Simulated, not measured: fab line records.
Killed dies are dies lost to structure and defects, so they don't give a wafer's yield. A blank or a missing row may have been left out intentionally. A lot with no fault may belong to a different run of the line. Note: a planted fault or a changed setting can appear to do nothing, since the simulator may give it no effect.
fab line records ; flow nand-harc ; part 2 of 2: steps 30 to 34 of 34
record: lots: 5; wafers: 15; last-day: 25
route steps=1159 shown A_M1@1045 A_BONDPAD@1059
lots that met no fault: from a run of the same line without faults
start-h: the number of hours between the record's first day and the start of the first shown wafer of the lot ; wait-h: hours from the lot's prior step to this one ; " repeats the value in the row above ; L1.1+2: a row that stands for several wafers ; - no value present, or no start provided ; * or withheld: withheld ; < > ~ a bound
route shown NAME@n: names a module that has steps shown in the file, with the first one's number in the route ; usual: mean/standard deviation of fault-free wafers ; same: alike in all rows ; chamber/n: place in a boat ; sites: readings site by site ; _std_site: the values' standard deviation ; _edge_site: the outer-site mean with the inner-site mean subtracted ; radius-mm: for every site, how far away it sits from the centre of the wafer ; mask NAME#n: copy n ; behind: the last tool/chamber to shape the wafer ; hold: cause of the lot's hold/its duration in hours/its outcome ; device: names the non-switching transistor (n, p or np) ; end of line: the tests these same wafers got at the end of their route ; a step with no rows: only its recipe ; killed: count of dies lost to structure and defects at first sort (not the wafer's yield) ; map: a wafer's dies, marking killed ones x, the rest . and places with no die _
set.NAME: the run value of the setting; set.NAME@STEP: its run value at that earlier step ; model.NAME: the simulator's own value behind a step, which no gauge read
a table for each step, a row for each wafer; lots at some steps of the route
services: from which hour (start-h, from the record's first day; less than 0 if before it) a tool's chamber was out of use, for how many hours, and why
== steps ==
step: NHARC_A_BONDPAD_DESCUM_11
recipe: time-s: 3; o2-flow-sccm: 200; ar-flow-sccm: 0; bias-power-w: 0; chemistry: O2
usual: drypump-motor-current-A: 6.0/0.55; o2-flow-sccm: 199.9/0.63; oes-product-au: 1.003/0.02; rf-vpp-V: 57.8/0.86; showerhead-plenum-p-Torr: 1.92/0.091; throttle-valve-pct: 11.313/0.0086
same: bias-power-w: 0; time-s: 3
lot.wafer;tool;chamber;start-h;wait-h;drypump-motor-current-A;o2-flow-sccm;oes-product-au;rf-hours-counter-h;rf-vpp-V;showerhead-plenum-p-Torr;throttle-valve-pct
L075.1;rie-diel-05;0;414.57;-;5.9;198.1;0.986;12;58.3;1.93;11.305
L075.5;rie-diel-05;3;414.57;-;5.7;200.3;1.019;-;58.3;1.96;11.306
L075.6;rie-diel-05;0;414.57;-;5.9;199.6;0.978;-;57.9;1.93;11.324
L077.2;rie-diel-06;3;415.89;-;5.4;198.8;0.999;6;57.4;2.02;11.323
L077.5;rie-diel-06;3;415.89;-;5.4;199.1;1.012;-;59.2;2.02;11.312
L077.6;rie-diel-06;0;415.89;-;6.7;201.4;0.987;-;57.1;1.89;11.316
L082.3;rie-diel-06;1;463.02;-;5.4;199.7;1.028;1;56.1;1.80;11.298
L082.4;rie-diel-06;3;463.02;-;5.4;200.3;1.008;1;57.1;2.02;11.320
L082.6;rie-diel-06;2;463.02;-;6.6;199.8;1.003;-;57.3;2.06;11.313
L087.2;rie-diel-06;2;480.15;-;6.6;201.4;0.997;2;56.6;2.06;11.318
L087.4;rie-diel-06;3;480.15;-;5.4;200.0;1.014;2;57.7;2.02;11.315
L087.6;rie-diel-06;2;480.15;-;6.6;199.7;0.999;-;58.1;2.06;11.322
L097.2;rie-diel-05;1;549.41;-;5.8;199.8;1.015;4;58.1;1.86;11.308
L097.1;rie-diel-05;3;549.41;-;5.7;199.5;0.990;4;58.2;1.95;11.313
L097.5;rie-diel-05;1;549.41;-;5.8;200.4;1.010;-;57.3;1.86;11.296
step: NHARC_A_BONDPAD_ETCH_34
recipe: target-depth-a: 600; overetch-a: 180; time-s: 65.91; ion-energy-ev: 200; n2-flow-sccm: 150; h2-flow-sccm: 150; ar-flow-sccm: 0; rf-w: 400; bias-w: 150; chemistry: N2/H2
usual: drypump-motor-current-A: 6.0/0.54; n2-flow-sccm: 149.9/0.47; oes-product-au: 1.003/0.021; rf-vpp-V: 431.0/2.9; showerhead-plenum-p-Torr: 2.06/0.1; throttle-valve-pct: 14.172/0.01
same: time-s: 65.91
lot.wafer;tool;chamber;start-h;wait-h;drypump-motor-current-A;n2-flow-sccm;oes-product-au;rf-hours-counter-h;rf-vpp-V;showerhead-plenum-p-Torr;throttle-valve-pct
L075.1;rie-diel-05;0;414.67;0.1;6.0;150.1;0.986;12;430.8;2.05;14.181
L075.6;rie-diel-05;1;414.67;0.1;5.8;150.2;1.010;-;428.4;1.99;14.158
L075.5;rie-diel-05;2;414.67;0.1;6.1;149.9;0.977;-;427.9;1.98;14.172
L077.2;rie-diel-06;1;415.97;0.1;5.4;150.6;0.994;6;427.3;1.91;14.168
L077.6;rie-diel-06;1;415.97;0.1;5.4;150.2;0.992;-;426.9;1.91;14.191
L077.5;rie-diel-06;2;415.97;0.1;6.6;149.3;1.007;-;434.3;2.20;14.164
L082.3;rie-diel-06;0;463.11;0.1;6.7;150.3;0.966;1;428.1;2.01;14.167
L082.4;rie-diel-06;2;463.11;0.1;6.7;150.5;0.989;1;436.0;2.20;14.188
L082.6;rie-diel-06;3;463.11;0.1;5.4;149.5;1.012;-;433.7;2.16;14.175
L087.2;rie-diel-06;2;480.23;0.1;6.6;150.2;1.004;2;436.3;2.20;14.190
L087.4;rie-diel-06;0;480.23;0.1;6.7;149.9;0.974;1;430.1;2.01;14.168
L087.6;rie-diel-06;1;480.23;0.1;5.4;150.5;1.041;-;427.5;1.91;14.187
L097.1;rie-diel-05;2;549.52;0.1;6.1;149.3;1.000;4;428.8;1.97;14.179
L097.2;rie-diel-05;3;549.52;0.1;5.7;150.3;0.991;4;430.4;2.08;14.175
L097.5;rie-diel-05;3;549.52;0.1;5.7;151.0;0.996;-;431.6;2.08;14.162
step: NHARC_A_BONDPAD_ETCH_12
recipe: target-depth-a: 2200; time-s: 110; chf3-flow-sccm: 50; o2-flow-sccm: 10; ar-flow-sccm: 200; rf-w: 500; bias-w: 200; chemistry: CHF3/O2
usual: drypump-motor-current-A: 6.0/0.54; o2-flow-sccm: 10.00/0.031; oes-product-au: 0.950/0.029; rf-vpp-V: 371.1/2.8; showerhead-plenum-p-Torr: 2.43/0.11; throttle-valve-pct: 20.573/0.0097
same: time-s: 110
lot.wafer;tool;chamber;start-h;wait-h;drypump-motor-current-A;o2-flow-sccm;oes-product-au;rf-hours-counter-h;rf-vpp-V;showerhead-plenum-p-Torr;throttle-valve-pct
L075.1;rie-diel-05;1;-;-;5.8;9.98;0.940;13;369.2;2.34;20.566
L075.5;rie-diel-05;1;-;-;5.8;9.99;0.931;-;370.6;2.34;20.589
L075.6;rie-diel-05;2;-;-;6.2;9.95;0.896;-;367.8;2.33;20.570
L077.2;rie-diel-06;0;-;-;6.7;10.09;0.913;6;370.6;2.38;20.553
L077.5;rie-diel-06;2;-;-;6.6;9.99;0.935;-;374.0;2.58;20.573
L077.6;rie-diel-06;3;-;-;5.4;10.02;0.939;-;374.1;2.53;20.577
L082.4;rie-diel-06;3;-;-;5.4;10.04;1.000;1;372.7;2.53;20.587
L082.3;rie-diel-06;0;-;-;6.7;10.02;0.961;1;369.4;2.37;20.559
L082.6;rie-diel-06;3;-;-;5.4;10.00;0.999;-;372.3;2.53;20.568
L087.2;rie-diel-06;3;-;-;5.4;10.02;0.988;2;372.4;2.53;20.572
L087.4;rie-diel-06;0;-;-;6.7;9.99;0.960;2;369.1;2.38;20.573
L087.6;rie-diel-06;2;-;-;6.6;10.05;0.971;-;375.6;2.58;20.584
L097.2;rie-diel-05;1;-;-;5.8;9.93;0.955;4;369.4;2.33;20.570
L097.1;rie-diel-05;0;-;-;5.9;9.99;0.943;4;371.5;2.41;20.566
L097.5;rie-diel-05;1;-;-;5.8;9.97;0.953;-;368.9;2.33;20.573
step: NHARC_A_BONDPAD_CD_MEAS_13
usual: cd-nm: 498.9/2.4
lot.wafer;tool;chamber;start-h;wait-h;cd-nm
L075.1;cd-sem-02;-;414.88;-;496.2
L075.5;cd-sem-02;-;414.88;-;498.4
L075.6;cd-sem-02;-;414.88;-;498.0
L077.2;cd-sem-02;-;416.20;-;501.4
L077.5;cd-sem-02;-;416.20;-;498.3
L077.6;cd-sem-02;-;416.20;-;504.9
L082.3;cd-sem-02;-;463.34;-;496.0
L082.4;cd-sem-02;-;463.34;-;499.9
L082.6;cd-sem-02;-;463.34;-;497.4
L087.2;cd-sem-03;-;480.46;-;495.8
L087.4;cd-sem-03;-;480.46;-;498.0
L087.6;cd-sem-03;-;480.46;-;496.0
L097.1;cd-sem-03;-;549.76;-;496.3
L097.2;cd-sem-03;-;549.76;-;494.6
L097.5;cd-sem-03;-;549.76;-;500.4
step: NHARC_A_BONDPAD_STRIP_15
recipe: o2-flow-sccm: 500; ar-flow-sccm: 0; bias-w: 0; chemistry: O2
usual: drypump-motor-current-A: 6.0/0.51; o2-flow-sccm: 500.1/1.5; oes-product-au: 1.004/0.02; rf-vpp-V: 58.0/0.81; showerhead-plenum-p-Torr: 3.56/0.15; throttle-valve-pct: 17.037/0.0081
lot.wafer;tool;chamber;start-h;wait-h;drypump-motor-current-A;o2-flow-sccm;oes-product-au;rf-hours-counter-h;rf-vpp-V;showerhead-plenum-p-Torr;throttle-valve-pct
L075.1;rie-diel-06;2;414.97;0.1;6.6;502.6;1.007;6;58.5;3.78;17.029
L075.6;rie-diel-06;1;414.97;0.1;5.4;501.8;0.997;-;56.9;3.33;17.041
L075.5;rie-diel-06;2;414.97;0.1;6.6;503.6;1.004;-;57.4;3.78;17.027
L077.2;rie-diel-06;2;416.28;0.1;6.6;501.3;1.019;6;57.6;3.78;17.033
L077.5;rie-diel-06;2;416.28;0.1;6.6;499.1;1.004;-;58.4;3.78;17.033
L077.6;rie-diel-06;3;416.28;0.1;5.4;498.5;1.006;-;59.6;3.72;17.028
L082.3;rie-diel-05;1;463.43;0.1;5.8;501.2;1.021;21;57.4;3.44;17.029
L082.4;rie-diel-05;2;463.43;0.1;6.1;501.0;0.973;22;57.9;3.43;17.026
L082.6;rie-diel-05;0;463.43;0.1;5.9;499.5;0.979;-;57.6;3.55;17.043
L087.2;rie-diel-06;3;480.55;0.1;5.4;501.2;1.021;2;58.0;3.71;17.042
L087.4;rie-diel-06;1;480.55;0.1;5.4;499.5;1.032;2;56.7;3.33;17.041
L087.6;rie-diel-06;3;480.55;0.1;5.4;498.5;1.008;-;57.2;3.72;17.037
L097.2;rie-diel-06;2;549.83;0.1;6.6;500.7;1.001;5;58.4;3.78;17.028
L097.1;rie-diel-06;1;549.83;0.1;5.4;499.5;1.020;4;57.7;3.33;17.026
L097.5;rie-diel-06;2;549.83;0.1;6.6;500.9;0.988;-;58.1;3.78;17.037
== services ==
tool;chamber;start-h;hours;kind
litho-track-03;-;388.00;7.0;pm
krf-scanner-03;-;400.28;1.4;repair
cmp-04;-;401.06;4.0;pm
pvd-sputter-02;-;401.47;10.0;pm
wet-bench-08;-;406.41;8.0;pm
pecvd-01;-;411.29;0.9;repair
litho-track-05;-;412.00;7.0;pm
rie-diel-06;-;418.20;9.0;pm
pecvd-01;-;418.26;13.0;pm
wet-bench-10;-;423.20;8.0;pm
cmp-04;-;429.58;3.0;repair
ecd-cu-01;-;448.00;8.0;pm
pvd-sputter-01;-;448.68;4.1;repair
pecvd-01;2;477.28;21.3;repair
cmp-04;-;488.58;1.1;repair
ecd-cu-01;-;488.78;1.0;repair
rie-diel-05;0;492.03;5.2;repair
cmp-04;-;499.06;4.0;pm
cmp-04;-;505.28;1.6;repair
pvd-sputter-01;-;514.05;10.0;pm
litho-track-02;-;515.00;7.0;pm
pecvd-02;-;515.51;13.0;pm
rie-diel-05;-;517.93;9.0;pm
ecd-cu-01;-;541.31;5.0;repair
